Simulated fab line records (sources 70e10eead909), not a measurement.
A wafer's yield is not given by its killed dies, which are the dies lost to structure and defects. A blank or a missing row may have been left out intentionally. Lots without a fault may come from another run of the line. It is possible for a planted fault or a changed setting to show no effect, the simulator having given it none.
Comparing a struck lot with a sound one -- flow nand-harc -- 14 steps out of a route of 1159
Sound: the wafers L199.3, L199.4, L199.5. The struck wafers were L206.3, L206.4, L206.6. The cause comes at the end.
Order at every step that has rows: each side's tool, ch and its chambers, its first start. Under that, the readings that differ: sound wafers -- struck wafers -- difference of the means -- sigmas: that difference in standard deviations of wafers without a fault.
alike: same words and numbers on both sides, and readings whose means sit less than 2 such deviations apart. not compared: any withheld reading, any reading some wafer has no value for, any bound like >300 that may hide the same value, and any number with overlapping values for which the record gives no deviation.
Wherever a step has rows on one side only, a row that says differs or no value, or a row with sigmas, the two part there. Numbers that have no deviation but don't overlap get no sigmas and don't part them. Lack of a reading on every wafer of one side parts them only where that side has two or more wafers.

first, 1 step without rows for these wafers: NHARC_P_ZERO_WELL_HARDBAKE_25 (time 80 s).
NHARC_P_ZERO_WELL_DESCUM_26: chemistry O2, time 3 s.
  sound on rie-diel-07 ch 0,1,2, day 1 14:37; struck on rie-diel-02 ch 1,2, day 3 08:33
  alike: drypump-motor-current-A, mfc-ar-sccm, oes-product-au, rf-vpp-V, showerhead-plenum-p-Torr, throttle-valve-pct
  not compared: rf-hours-counter-h
then, 10 steps without rows for these wafers: NHARC_P_ZERO_WELL_IMPLANT_27; NHARC_P_ZERO_WELL_IMPLANT_57; NHARC_P_ZERO_WELL_IMPLANT_58; NHARC_P_ZERO_WELL_STRIP_28 (strips in SPM, time 840 s); NHARC_P_ZERO_WELL_DEHYDRATE_29 (time 120 s); NHARC_P_ZERO_WELL_HMDS_30 (time 30 s); NHARC_P_ZERO_WELL_COAT_31; NHARC_P_ZERO_WELL_SOFTBAKE_32 (time 95 s); NHARC_P_ZERO_WELL_EBR_33; NHARC_P_ZERO_WELL_EXPOSE_34 (exposes mask P PWELL, target cd 720 nm).
NHARC_P_ZERO_WELL_PEB_35: peb time 85 s.
  sound on litho-track-03 ch 0, day 1 21:11; struck on litho-track-07, day 3 09:50
  no value came back on the struck wafers for chill-plate-temp-C (C), exhaust-pa (Pa); on the sound wafers chill-plate-temp-C (C) reads 22.81 22.92 22.96
then, 1 step without rows for these wafers: NHARC_P_ZERO_WELL_DEVELOP_36 (time 70 s).

## WHERE THEY PART
Only at NHARC_P_ZERO_WELL_PEB_35, within this record.

WHY: the cause the simulator had injected
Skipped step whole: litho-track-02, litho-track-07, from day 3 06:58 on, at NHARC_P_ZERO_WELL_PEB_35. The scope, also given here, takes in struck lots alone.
